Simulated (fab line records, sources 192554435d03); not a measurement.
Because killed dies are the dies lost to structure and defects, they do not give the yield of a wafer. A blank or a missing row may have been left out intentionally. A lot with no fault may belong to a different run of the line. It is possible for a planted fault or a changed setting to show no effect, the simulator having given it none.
fab line records	flow n5Finfet
record lots=7	wafers=21	lastDay=17
route steps=1938 shown BEOL_M4@1060 PASSIVATION@1936
lots that met no fault: from a run of the same line without faults
startH: hours from the record's first day to the start of the lot's first wafer shown	waitH: how many hours have passed since the lot's step before this one	" same as the row above	L1.1+2: several wafers, shown together as one row	- no value present, or no start provided	* or withheld: withheld	< > ~ a bound
route shown NAME@n: a module of which the file shows steps, and the number in the route of the first	usual: the fault-free wafers' mean and standard deviation	same: alike in all rows	chamber/n: place in a boat	sites: each site's reading	_std_site: how widely they spread, as a standard deviation	_edge_site: mean of outer sites minus mean of inner sites	radiusMm: how far each site lies from the wafer's centre	mask NAME#n: copy n	behind: tool/chamber where the wafer was last shaped	hold: reason for holding the lot/hours on hold/outcome of the hold	device: names the non-switching transistor (n, p or np)	end of line: the route-end tests of the same wafers	step lacking rows: just its recipe	killed: at the first sort, the dies lost to defects and structure; wafer yield is something else	map: a wafer's dies, x killed, . not, _ none there
set.NAME: the setting the step ran with; set.NAME@STEP: the setting that earlier step ran with	model.NAME: the simulator's own value behind a step, which no gauge read
one table for each step of the route and one row for each wafer, over a sample of lots
services: the hour from which a tool's chamber was out of use, counted from the record's first day as startH (under 0 if before that day), plus the number of hours and why
## steps
# step N5_BEOL_M4_ETCH_77
# recipe chemistry=N2/H2	target=underlayer	targetDepthA=65	maskMaterial=CAR-EUV	timeS=5.2	ionEnergyEv=200	pressureMtorr=30	sourceW=840	biasW=150	n2FlowSccm=200	h2FlowSccm=200	ends=cleared
# usual biasW=150.0/0.42	chamberPressureMTorr=30.00/0.045	drypumpMotorCurrentA=5.9/0.34	etchRfOnTimeS=5.17/0.11	n2FlowSccm=200.1/0.61	oesProductAu=0.69/0.081	rfVppV=524.3/2.9	showerheadPlenumPTorr=2.55/0.086	throttleValvePct=17.76/0.19
lot.wafer	tool	chamber	startH	waitH	biasW	chamberPressureMTorr	drypumpMotorCurrentA	etchRfOnTimeS	n2FlowSccm	oesProductAu	rfHoursCounterH	rfVppV	showerheadPlenumPTorr	throttleValvePct
L497.2	rieDiel-04	2	170.32	0.0	150.2	30.06	6.3	5.15	199.8	0.60	235	524.7	2.51	18.01
L497.5	"	2	"	"	150.1	30.00	6.3	5.24	201.7	0.60	-	523.3	2.51	18.02
L497.6	"	3	"	"	150.4	30.07	5.5	5.21	200.0	0.71	-	522.8	2.47	17.68
L499.3	rieDiel-03	0	172.11	0.0	149.9	30.04	5.8	5.04	200.1	0.86	1	522.1	2.49	17.72
L499.5	"	3	"	"	150.4	30.03	6.1	5.27	201.0	0.73	-	523.9	2.58	17.79
L499.6	"	0	"	"	150.2	30.07	5.8	5.06	200.6	0.84	-	523.6	2.49	17.76
L503.2	rieDiel-03	0	202.21	0.0	149.4	29.99	5.8	4.99	200.8	0.79	14	522.9	2.49	17.76
L503.5	"	1	"	"	149.4	29.92	6.2	5.20	199.6	0.75	-	526.3	2.60	17.84
L503.6	"	0	"	"	149.6	30.06	5.8	5.06	199.9	0.79	-	520.8	2.49	17.79
L507.3	rieDiel-04	0	233.72	0.0	149.6	29.99	5.5	5.11	200.1	0.75	46	526.2	2.68	17.42
L507.5	"	0	"	"	149.6	30.06	5.5	5.14	200.1	0.75	-	530.3	2.68	17.42
L507.6	"	3	"	"	150.1	29.98	5.5	5.16	200.3	0.69	-	522.3	2.46	17.71
L509.1	rieDiel-02	0	244.97	0.0	150.2	29.95	5.9	4.99	199.3	0.74	79	523.3	2.56	17.75
L509.3	"	3	"	"	150.0	29.97	6.3	5.36	200.5	0.59	227	525.8	2.62	17.72
L509.6	"	0	"	"	150.3	29.98	5.9	5.01	200.8	0.74	-	524.3	2.56	17.72
L512.3	rieDiel-02	0	257.52	0.0	150.2	29.95	5.9	4.99	201.6	0.74	83	523.6	2.56	17.71
L512.4	"	1	"	"	150.6	29.99	5.6	5.03	200.0	0.82	5	530.6	2.71	17.45
L512.6	"	1	"	"	149.4	29.99	5.6	5.05	201.0	0.83	-	526.3	2.71	17.42
L519.1	rieDiel-02	3	302.85	0.0	150.7	29.99	6.3	5.44	200.1	0.56	247	525.7	2.61	17.73
L519.3	"	2	"	"	149.9	29.97	5.9	5.25	201.3	0.60	213	520.9	2.43	18.10
L519.5	"	2	"	"	149.6	29.99	5.9	5.28	200.3	0.60	-	521.7	2.43	18.11
# step N5_BEOL_M4_TRENCH_ETCH_37
# recipe chemistry=C4F6/O2	targetDepthA=555.55	target=SiOC	timeS=29.2	ionEnergyEv=250	pressureMtorr=30	sourceW=355	biasW=185	Ar_flow_sccm=300	C4F6_flow_sccm=10	O2_flow_sccm=10
# usual biasW=185.0/0.54	chamberPressureMTorr=30.002/0.028	drypumpMotorCurrentA=5.8/0.39	oes_ar_750_au=0.81/0.087	oesProductAu=0.81/0.089	rfVppV=671/17	showerheadPlenumPTorr=2.86/0.092	throttleValvePct=20.78/0.12
lot.wafer	tool	chamber	startH	waitH	biasW	chamberPressureMTorr	drypumpMotorCurrentA	oes_ar_750_au	oesProductAu	rfHoursCounterH	rfVppV	showerheadPlenumPTorr	throttleValvePct
L497.2	rieDiel-02	2	171.18	-	185.8	30.020	5.9	0.75	0.74	167	640	2.74	20.91
L497.5	"	0	"	"	184.2	29.972	5.9	0.88	0.89	-	685	2.89	20.72
L497.6	"	1	"	"	186.1	29.960	5.6	0.70	0.69	-	650	2.69	20.86
L499.3	rieDiel-03	1	173.38	-	185.1	29.986	6.2	0.92	0.90	14	679	2.94	20.91
L499.5	"	0	"	"	185.0	30.024	5.8	0.96	0.98	-	678	2.81	20.74
L499.6	"	1	"	"	185.0	29.996	6.2	0.92	0.91	-	679	2.94	20.94
L503.2	rieDiel-02	2	204.59	-	185.3	30.011	5.9	0.74	0.74	179	640	2.73	20.92
L503.5	"	3	"	"	185.7	29.987	6.3	0.69	0.70	-	686	2.94	20.63
L503.6	"	0	"	"	185.5	30.024	5.9	0.86	0.88	-	685	2.89	20.75
L507.3	rieDiel-02	0	239.27	-	185.5	30.001	5.9	0.84	0.91	77	683	2.88	20.77
L507.5	"	2	"	"	185.1	29.962	5.9	0.73	0.74	-	641	2.73	20.95
L507.6	"	3	"	"	184.7	29.987	6.3	0.68	0.69	-	687	2.93	20.65
L509.1	rieDiel-03	3	250.66	-	185.3	30.026	6.1	0.82	0.82	81	686	2.87	20.80
L509.3	"	0	"	"	185.4	30.013	5.8	0.90	0.91	25	678	2.80	20.77
L509.6	"	3	"	"	184.4	30.048	6.1	0.80	0.81	-	688	2.87	20.80
L512.3	rieDiel-03	2	260.86	-	184.7	30.013	4.8	0.91	0.91	18	671	2.80	20.77
L512.4	"	0	"	"	186.0	29.947	5.8	0.89	0.89	29	678	2.80	20.76
L512.6	"	0	"	"	184.6	30.055	5.7	0.89	0.90	-	676	2.80	20.78
L519.1	rieDiel-03	2	310.87	-	185.3	29.972	4.8	0.88	0.88	35	671	2.79	20.80
L519.3	"	3	"	"	185.0	30.025	6.1	0.79	0.81	102	687	2.86	20.81
L519.5	"	3	"	"	184.9	29.959	6.1	0.79	0.80	-	688	2.86	20.82
# step N5_BEOL_M4_STRIP_97
# recipe chemistry=N2/H2	timeS=10	powerW=450	tempC=40	pressureMtorr=20	rfFrequencyHz=6e+07	biasPowerW=7	n2FlowSccm=200	h2FlowSccm=200
# usual chamberPressureMTorr=20.000/0.018	drypumpMotorCurrentA=5.9/0.39	n2FlowSccm=200.0/0.6	oesProductAu=0.81/0.087	rfVppV=59.1/0.9	showerheadPlenumPTorr=2.54/0.082	tempC=39.99/0.1	throttleValvePct=23.56/0.23
lot.wafer	tool	chamber	startH	waitH	chamberPressureMTorr	drypumpMotorCurrentA	n2FlowSccm	oesProductAu	rfHoursCounterH	rfVppV	showerheadPlenumPTorr	tempC	throttleValvePct
L497.2	rieDiel-02	2	-	-	20.031	5.9	200.3	0.73	167	57.9	2.44	40.15	23.84
L497.5	"	0	"	"	19.970	5.9	199.3	0.89	-	59.3	2.57	39.90	23.57
L497.6	"	1	"	"	19.999	5.6	199.8	0.68	-	58.3	2.39	40.13	23.39
L499.3	rieDiel-03	1	-	-	20.019	6.3	200.4	0.89	14	58.1	2.60	39.96	23.75
L499.5	"	0	"	"	19.992	5.8	200.0	0.98	-	58.2	2.49	39.83	23.78
L499.6	"	1	"	"	19.993	6.3	199.9	0.90	-	58.5	2.60	40.01	23.78
L503.2	rieDiel-02	2	-	-	20.003	5.9	200.4	0.72	179	58.1	2.44	39.99	23.87
L503.5	"	3	"	"	19.989	6.3	199.3	0.70	-	59.3	2.63	40.12	23.38
L503.6	"	0	"	"	20.023	5.9	200.4	0.89	-	60.4	2.56	39.99	23.57
L507.3	rieDiel-02	0	-	-	19.990	5.9	199.7	0.87	77	58.9	2.56	39.97	23.59
L507.5	"	2	"	"	20.004	5.9	200.6	0.72	-	59.1	2.44	39.74	23.87
L507.6	"	3	"	"	20.003	6.3	200.2	0.69	-	59.7	2.62	40.03	23.39
L509.1	rieDiel-03	3	-	-	19.998	6.1	200.0	0.82	81	58.0	2.56	40.06	23.55
L509.3	"	0	"	"	20.000	5.8	199.5	0.91	25	59.4	2.48	40.11	23.81
L509.6	"	3	"	"	19.991	6.1	201.0	0.82	-	58.6	2.56	39.85	23.54
L512.3	rieDiel-03	2	-	-	20.025	4.8	200.1	0.89	18	59.9	2.47	40.08	23.27
L512.4	"	0	"	"	20.014	5.8	199.4	0.89	29	58.9	2.48	39.98	23.82
L512.6	"	0	"	"	20.003	5.8	200.1	0.89	-	58.1	2.48	39.79	23.82
L519.1	rieDiel-03	2	-	-	20.017	4.8	200.0	0.87	35	60.2	2.47	39.84	23.28
L519.3	"	3	"	"	20.029	6.1	199.8	0.81	102	57.8	2.55	39.98	23.57
L519.5	"	3	"	"	19.967	6.1	200.1	0.81	-	57.3	2.55	39.94	23.57
# step N5_BEOL_M4_OCD_MEAS_38
# usual trenchDepthNm=55.7/0.94
lot.wafer	tool	chamber	startH	waitH	trenchDepthNm
L497.2	ocd-01	-	171.34	-	55.3
L497.5	"	-	"	"	57.7
L497.6	"	-	"	"	55.6
L499.3	ocd-02	-	173.53	-	54.7
L499.5	"	-	"	"	56.7
L499.6	"	-	"	"	54.8
L503.2	ocd-02	-	204.75	-	55.8
L503.5	"	-	"	"	55.1
L503.6	"	-	"	"	57.5
L507.3	ocd-01	-	239.43	-	62.7
L507.5	"	-	"	"	56.9
L507.6	"	-	"	"	55.7
L509.1	ocd-01	-	250.81	-	55.0
L509.3	"	-	"	"	56.6
L509.6	"	-	"	"	55.2
L512.3	ocd-02	-	261.01	-	56.3
L512.4	"	-	"	"	56.0
L512.6	"	-	"	"	56.3
L519.1	ocd-01	-	311.02	-	57.4
L519.3	"	-	"	"	55.9
L519.5	"	-	"	"	55.5
# step N5_BEOL_M4_ANNEAL_49
# recipe tempC=400	timeS=240	ambient=vacuum
# usual heaterPowerW=814/77
lot.wafer	tool	chamber	startH	waitH	heaterPowerW
L497.2	pvdSputter-02	-	172.69	0.0	744
L497.5	"	-	"	"	716
L497.6	"	-	"	"	923
L499.3	pvdSputter-02	-	174.62	0.0	735
L499.5	"	-	"	"	733
L499.6	"	-	"	"	914
L503.2	pvdSputter-01	-	206.12	0.0	761
L503.5	"	-	"	"	847
L503.6	"	-	"	"	815
L507.3	pvdSputter-01	-	240.83	0.0	851
L507.5	"	-	"	"	826
L507.6	"	-	"	"	834
L509.1	pvdSputter-03	-	252.20	0.0	784
L509.3	"	-	"	"	781
L509.6	"	-	"	"	765
L512.3	pvdSputter-02	-	263.13	0.0	805
L512.4	"	-	"	"	737
L512.6	"	-	"	"	790
L519.1	pvdSputter-02	-	314.24	0.0	903
L519.3	"	-	"	"	829
L519.5	"	-	"	"	738
# step N5_BEOL_M4_THK_MEAS_53
# recipe thkMeasGauge=xrf	reads=Cu_of_BEOL_M4_ECD_50
# usual M4_THK=39.7/1.4
lot.wafer	tool	chamber	startH	waitH	M4_THK[nm]
L497.2	filmMetro-01	-	175.16	-	38.6
L497.5	"	-	"	"	40.5
L497.6	"	-	"	"	39.8
L499.3	filmMetro-02	-	177.11	-	39.1
L499.5	"	-	"	"	42.1
L499.6	"	-	"	"	39.2
L503.2	filmMetro-01	-	208.65	-	40.6
L503.5	"	-	"	"	40.6
L503.6	"	-	"	"	43.0
L507.3	filmMetro-02	-	243.30	-	47.8
L507.5	"	-	"	"	42.1
L507.6	"	-	"	"	39.4
L509.1	filmMetro-02	-	254.70	-	38.1
L509.3	"	-	"	"	39.6
L509.6	"	-	"	"	38.2
L512.3	filmMetro-01	-	265.60	-	39.7
L512.4	"	-	"	"	41.3
L512.6	"	-	"	"	42.0
L519.1	filmMetro-01	-	316.71	-	41.2
L519.3	"	-	"	"	39.3
L519.5	"	-	"	"	38.6
# step N5_BEOL_M4_RS_MEAS_58
# recipe thkMeasGauge=four-point-probe	reads=Co_of_BEOL_M4_CO_CAP_55+Cu_of_BEOL_M4_ECD_50+Co_of_BEOL_M4_CVD_47+TaN_of_BEOL_M4_ALD_84
# usual M4_RS=0.666/0.028
lot.wafer	tool	chamber	startH	waitH	M4_RS[ohm/sq]
L497.2	filmMetro-02	-	175.42	0.1	0.676
L497.5	"	-	"	"	0.633
L497.6	"	-	"	"	0.650
L499.3	filmMetro-02	-	177.37	0.1	0.683
L499.5	"	-	"	"	0.623
L499.6	"	-	"	"	0.683
L503.2	filmMetro-02	-	208.91	0.1	0.645
L503.5	"	-	"	"	0.648
L503.6	"	-	"	"	0.599
L507.3	filmMetro-02	-	243.56	0.1	0.535
L507.5	"	-	"	"	0.624
L507.6	"	-	"	"	0.681
L509.1	filmMetro-01	-	254.96	0.0	0.709
L509.3	"	-	"	"	0.677
L509.6	"	-	"	"	0.704
L512.3	filmMetro-01	-	265.86	0.1	0.666
L512.4	"	-	"	"	0.636
L512.6	"	-	"	"	0.622
L519.1	filmMetro-01	-	317.06	0.0	0.636
L519.3	"	-	"	"	0.678
L519.5	"	-	"	"	0.693
# step N5_BEOL_M4_RC_MEAS_101
# usual DIBL_N=36.0/1.7	DIBL_P=35.8/2	IOFF_N=0.15/0.03	IOFF_P=0.20/0.037	ION_N=670/12	ION_P=460/7.2	SS_N=71.5/0.68	SS_P=73.2/0.65	VT_N=250/3.1	VT_P=-251/3.4
lot.wafer	tool	chamber	startH	waitH	DIBL_N[mV/V]	DIBL_P[mV/V]	IOFF_N[nA/um]	IOFF_P[nA/um]	ION_N[uA/um]	ION_P[uA/um]	SS_N[mV/dec]	SS_P[mV/dec]	VT_N[mV]	VT_P[mV]
L497.2	prober-01	0	175.62	0.2	36.4	35.4	0.16	0.20	664	456	71.6	73.0	250	-251
L497.5	"	0	"	"	34.2	31.6	0.11	0.16	655	455	70.5	72.0	256	-256
L497.6	"	0	"	"	34.7	32.5	0.13	0.16	662	454	71.2	72.5	253	-257
L499.3	prober-02	0	177.73	0.3	38.8	39.1	0.20	0.28	671	463	72.0	74.1	246	-244
L499.5	"	0	"	"	37.2	37.0	0.16	0.22	664	459	71.6	72.7	249	-247
L499.6	"	0	"	"	36.9	35.8	0.14	0.21	667	460	72.1	73.2	250	-250
L503.2	prober-01	0	209.11	0.2	35.7	36.3	0.16	0.19	681	459	71.7	72.8	247	-252
L503.5	"	0	"	"	35.9	36.5	0.15	0.20	674	467	72.2	74.3	252	-252
L503.6	"	0	"	"	37.4	38.2	0.19	0.23	689	471	73.0	73.7	248	-251
L507.3	prober-01	0	243.92	0.3	36.8	34.2	0.14	0.19	658	453	71.7	73.1	256	-252
L507.5	"	0	"	"	37.1	35.8	0.15	0.21	674	468	72.0	72.4	251	-251
L507.6	"	0	"	"	38.4	37.2	0.17	0.24	674	468	71.9	74.4	250	-248
L509.1	prober-01	0	255.01	0.0	36.2	35.7	0.14	0.19	658	453	71.2	72.7	252	-252
L509.3	"	0	"	"	35.2	35.6	0.14	0.20	684	470	71.1	73.4	250	-250
L509.6	"	0	"	"	35.0	34.7	0.12	0.18	655	460	70.1	72.7	254	-251
L512.3	prober-01	0	266.22	0.3	36.8	35.9	0.17	0.19	682	462	71.5	73.5	247	-251
L512.4	"	0	"	"	33.2	33.4	0.12	0.16	677	466	70.2	72.4	252	-254
L512.6	"	0	"	"	35.1	33.8	0.14	0.16	665	451	71.2	73.3	254	-257
L519.1	prober-02	0	317.11	0.0	36.1	37.4	0.16	0.21	685	467	71.8	73.0	251	-252
L519.3	"	0	"	"	32.9	33.9	0.12	0.17	672	457	70.4	72.3	252	-252
L519.5	"	0	"	"	36.1	37.3	0.16	0.20	681	460	71.1	73.9	249	-253
# step N5_PASSIVATION_PROBE_49
# usual defectLimitedYield=91.4/1.5	killed_at_M0_to_M3=32/9.8	killed_at_M4_up=15/5.6	killedAtContacts=12/5.4	killedAtFrontEnd=40/13	killedAtOther=3.0/2.1	killedDies=102/17	killedOnRim=14/4.4	killedOpen=67/13	killedShort=32/7.1	sort_bin_5_function=5.1/0.96	sort_bin_6_memory=3.2/0.7	sortNPass=1078/18	sortYieldPct=91.3/1.5
# same grossDies=1180	killedAtBackSide=0	sort_bin_4_leakage[%]=0	sort_bin_8_speed[%]=0
lot.wafer	tool	chamber	startH	waitH	defectLimitedYield[%]	killed_at_M0_to_M3	killed_at_M4_up	killedAtContacts	killedAtFrontEnd	killedAtOther	killedDies	killedOnRim	killedOpen	killedShort	sort_bin_5_function[%]	sort_bin_6_memory[%]	sortNPass	sortYieldPct[%]
L497.2	prober-02	-	289.50	0.1	91.0	47	15	10	32	2	106	15	69	35	5.4	3.3	1074	91.0
L497.5	prober-02	-	289.65	0.2	90.5	26	24	10	47	5	112	13	82	28	6.4	3.1	1068	90.5
L497.6	prober-02	-	289.70	0.3	89.5	48	21	12	43	0	124	15	92	31	5.8	4.5	1056	89.5
L499.3	prober-02	-	289.88	0.1	91.4	38	21	17	24	1	101	11	66	33	4.4	3.9	1079	91.4
L499.5	prober-02	-	289.98	0.2	91.6	33	14	10	38	4	99	14	61	34	4.2	4.2	1081	91.6
L499.6	prober-02	-	290.03	0.3	90.4	34	17	25	35	2	113	14	77	32	5.9	3.4	1067	90.4
L503.2	prober-01	-	315.29	0.1	92.5	17	25	14	30	3	89	19	53	27	4.2	2.5	1091	92.5
L503.5	prober-01	-	315.44	0.2	92.4	22	25	6	34	3	90	15	57	24	4.7	2.2	1090	92.4
L503.6	prober-01	-	315.49	0.3	93.0	32	14	5	30	2	83	8	52	28	4.5	2.3	1097	93.0
L507.3	prober-02	-	352.50	0.1	91.9	11	13	27	44	0	95	17	62	25	3.8	3.6	1085	91.9
L507.5	prober-02	-	352.60	0.2	92.8	26	13	11	32	3	85	8	54	30	4.7	2.3	1095	92.8
L507.6	prober-02	-	352.65	0.3	93.7	18	15	15	25	1	74	11	41	31	3.5	2.5	1106	93.7
L512.3	prober-02	-	369.90	0.1	87.5	38	27	8	75	0	148	13	91	49	6.4	4.8	1032	87.5
L512.4	prober-02	-	369.95	0.2	90.5	32	11	20	46	3	112	18	74	36	5.5	3.9	1068	90.5
L512.6	prober-02	-	370.05	0.3	91.2	29	12	14	44	5	104	16	71	28	4.8	3.6	1076	91.2
L519.1	prober-02	-	418.77	0.0	89.8	44	10	7	54	5	120	19	78	40	5.8	3.9	1060	89.8
L519.3	prober-02	-	418.87	0.1	91.6	39	12	3	41	4	99	12	60	36	5.3	2.6	1081	91.6
L519.5	prober-02	-	418.97	0.2	90.7	45	20	5	35	5	110	10	77	30	5.8	3.1	1070	90.7
# killed by level:class
L497.2 BEOL_M0_SAQP:geometricParticle:open=15 STI_FIN_REVEAL:geometricParticle:open=13 BEOL_M0_SAQP:geometricParticle:short=13 BEOL_M3:geometricParticle:open=8 MOL_CONTACT_COAG:geometricParticle:open=7 BEOL_M2:geometricParticle:open=6 FIN_SAQP:geometricParticle:short=4 DUMMY_GATE:geometricParticle:open=4
L497.5 STI_FIN_REVEAL:geometricParticle:open=15 FIN_SAQP:geometricParticle:open=13 BEOL_M0_SAQP:geometricParticle:short=7 MOL_CONTACT_COAG:geometricParticle:open=7 BEOL_M1:geometricParticle:open=6 BEOL_M4:geometricParticle:open=6 FIN_SAQP:geometricParticle:short=4 DUMMY_GATE:geometricParticle:open=4
L497.6 BEOL_M2:geometricParticle:open=16 STI_FIN_REVEAL:geometricParticle:open=15 BEOL_M0_SAQP:geometricParticle:open=13 BEOL_M4:geometricParticle:open=11 MOL_CONTACT_COAG:geometricParticle:open=9 FIN_SAQP:geometricParticle:short=7 GATE_CUT:geometricParticle:open=6 BEOL_M0_SAQP:geometricParticle:short=6
L499.3 BEOL_M3:geometricParticle:open=16 MOL_CONTACT_COAG:geometricParticle:open=14 BEOL_M0_SAQP:geometricParticle:short=6 BEOL_M4:geometricParticle:open=6 FIN_SAQP:geometricParticle:short=5 STI_FIN_REVEAL:geometricParticle:open=5 BEOL_M0_SAQP:geometricParticle:open=5 GATE_CUT:geometricParticle:short=4
L499.5 FIN_SAQP:geometricParticle:open=8 FIN_SAQP:geometricParticle:short=7 GATE_CUT:geometricParticle:short=6 BEOL_M0_SAQP:geometricParticle:short=6 BEOL_M3:geometricParticle:open=6 STARTING-WAFER:geometricParticle:open=6 MOL_CONTACT_COAG:geometricParticle:open=5 BEOL_M7:geometricParticle:open=5
L499.6 MOL_CONTACT_COAG:geometricParticle:open=18 FIN_SAQP:geometricParticle:open=9 BEOL_M3:geometricParticle:open=7 BEOL_M0_SAQP:geometricParticle:short=6 FIN_SAQP:geometricParticle:short=5 BEOL_M0_SAQP:geometricParticle:open=5 BEOL_M2:geometricParticle:open=5 STI_FIN_REVEAL:geometricParticle:open=4
L503.2 BEOL_M4:geometricParticle:open=12 MOL_CONTACT_COAG:geometricParticle:open=9 MOL_CONTACT_COAG:geometricParticle:short=5 BEOL_M1:geometricParticle:open=5 HKMG_FIN:areaEtch=5 FIN_SAQP:geometricParticle:open=4 FIN_SAQP:geometricParticle:short=4 BEOL_M2:geometricParticle:open=4
L503.5 BEOL_M4:geometricParticle:open=10 BEOL_M1:geometricParticle:open=7 DUMMY_GATE:geometricParticle:open=6 HKMG_FIN:areaEtch=6 MOL_CONTACT_COAG:geometricParticle:open=4 BEOL_M0_SAQP:geometricParticle:open=4 BEOL_M2:geometricParticle:open=4 STARTING-WAFER:geometricParticle:short=4
L503.6 BEOL_M2:geometricParticle:open=11 DUMMY_GATE:geometricParticle:open=8 BEOL_M0_SAQP:geometricParticle:short=5 BEOL_M0_SAQP:geometricParticle:open=5 BEOL_M1:geometricParticle:open=5 BEOL_M4:geometricParticle:open=5 DUMMY_GATE:geometricParticle:short=4 GATE_CUT:geometricParticle:short=3
L507.3 MOL_CONTACT_COAG:geometricParticle:open=22 BEOL_M5:geometricParticle:open=8 HKMG_FIN:areaEtch=6 FIN_SAQP:geometricParticle:short=5 STI_FIN_REVEAL:geometricParticle:open=5 STARTING-WAFER:geometricParticle:open=5 GATE_CUT:geometricParticle:short=4 MOL_CONTACT_COAG:geometricParticle:short=4
L507.5 BEOL_M0_SAQP:geometricParticle:short=12 MOL_CONTACT_COAG:geometricParticle:open=8 STI_FIN_REVEAL:geometricParticle:open=7 GATE_CUT:geometricParticle:open=7 GATE_CUT:geometricParticle:short=6 STARTING-WAFER:geometricParticle:open=5 BEOL_M0_SAQP:geometricParticle:open=4 BEOL_M8:geometricParticle:open=3
L507.6 MOL_CONTACT_COAG:geometricParticle:open=11 GATE_CUT:geometricParticle:short=7 FIN_SAQP:geometricParticle:short=5 BEOL_M1:geometricParticle:open=5 BEOL_M0_SAQP:geometricParticle:short=5 MOL_CONTACT_COAG:geometricParticle:short=4 BEOL_M4:geometricParticle:open=4 BEOL_M5:geometricParticle:open=4
L512.3 STI_FIN_REVEAL:geometricParticle:open=21 BEOL_M4:geometricParticle:open=15 FIN_SAQP:geometricParticle:short=13 FIN_SAQP:geometricParticle:open=12 BEOL_M0_SAQP:geometricParticle:open=11 BEOL_M0_SAQP:geometricParticle:short=10 STI_FIN_REVEAL:geometricParticle:short=7 HKMG_FIN:areaEtch=7
L512.4 STI_FIN_REVEAL:geometricParticle:open=20 MOL_CONTACT_COAG:geometricParticle:open=11 MOL_CONTACT_COAG:geometricParticle:short=9 BEOL_M4:geometricParticle:open=9 STI_FIN_REVEAL:geometricParticle:short=8 BEOL_M0_SAQP:geometricParticle:short=8 FIN_SAQP:geometricParticle:open=5 GATE_CUT:geometricParticle:short=5
L512.6 STI_FIN_REVEAL:geometricParticle:open=25 MOL_CONTACT_COAG:geometricParticle:open=13 BEOL_M0_SAQP:geometricParticle:open=8 BEOL_M2:geometricParticle:open=8 STI_FIN_REVEAL:geometricParticle:short=6 BEOL_M4:geometricParticle:open=5 BEOL_M0_SAQP:geometricParticle:short=3 BEOL_M1:geometricParticle:open=3
L519.1 STI_FIN_REVEAL:geometricParticle:open=22 BEOL_M1:geometricParticle:open=12 BEOL_M2:geometricParticle:open=11 BEOL_M0_SAQP:geometricParticle:open=7 FIN_SAQP:geometricParticle:short=6 GATE_CUT:geometricParticle:short=5 MOL_CONTACT_COAG:geometricParticle:open=5 BEOL_M0_SAQP:geometricParticle:short=5
L519.3 STI_FIN_REVEAL:geometricParticle:open=12 BEOL_M0_SAQP:geometricParticle:open=11 GATE_CUT:geometricParticle:short=8 BEOL_M3:geometricParticle:open=8 BEOL_M1:geometricParticle:short=6 FIN_SAQP:geometricParticle:short=5 BEOL_M7:geometricParticle:open=5 DUMMY_GATE:geometricParticle:open=4
L519.5 STI_FIN_REVEAL:geometricParticle:open=14 BEOL_M1:geometricParticle:open=8 BEOL_M4:geometricParticle:open=8 BEOL_M3:geometricParticle:open=7 BEOL_M0_SAQP:geometricParticle:short=7 BEOL_M2:geometricParticle:open=7 FIN_SAQP:geometricParticle:open=6 BEOL_M0_SAQP:geometricParticle:open=6
## services
tool	chamber	startH	hours	kind
rieDiel-03	2	168.82	-	clean
rieDiel-03	2	168.82	-	consumableReplace:focusRing
rieDiel-03	2	168.82	20.2	scheduledDown
rieDiel-03	2	168.82	20.2	ventCycle
pvdSputter-02	-	200.34	4.0	repair
rieDiel-03	-	212.07	0.1	repair
rieDiel-04	2	216.41	-	clean
rieDiel-04	2	216.41	-	consumableReplace:focusRing
rieDiel-04	2	216.41	23.9	scheduledDown
rieDiel-04	2	216.41	23.9	ventCycle
rieDiel-02	1	219.16	-	clean
rieDiel-02	1	219.16	-	consumableReplace:focusRing
rieDiel-02	1	219.16	-	consumableReplace:showerhead
rieDiel-02	1	219.16	21.4	scheduledDown
rieDiel-02	1	219.16	21.4	ventCycle
rieDiel-03	-	223.88	15.6	pm
rieDiel-04	3	238.86	7.2	repair
rieDiel-02	3	311.75	-	clean
rieDiel-02	3	311.75	-	consumableReplace:focusRing
rieDiel-02	3	311.75	20.7	scheduledDown
rieDiel-02	3	311.75	20.7	ventCycle
## key
firstSign step=N5_BEOL_M4_OCD_MEAS_38	reading=trenchDepthNm	direction=up	sigmas=7.4	usual=55.7	struck=62.7
effect step=N5_BEOL_M4_THK_MEAS_53	reading=M4_THK	direction=up	sigmas=5.9	usual=39.7	struck=47.8
effect step=N5_BEOL_M4_RS_MEAS_58	reading=M4_RS	direction=down	sigmas=4.6	usual=0.666	struck=0.535
metAt N5_BEOL_M4_TRENCH_ETCH_37
struckLots L507
struckWafers L507.3
notActingAt N5_BEOL_M4_ETCH_77,N5_BEOL_M4_STRIP_97,N5_BEOL_M4_ANNEAL_49
onsetBetween 204.59 239.27
fault kind=processParameterDrift	tool=rieDiel-02	chamber=0	onsetH=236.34	steps=N5_BEOL_M4_TRENCH_ETCH_37	channel=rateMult	offset=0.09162	shape=step	endH=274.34
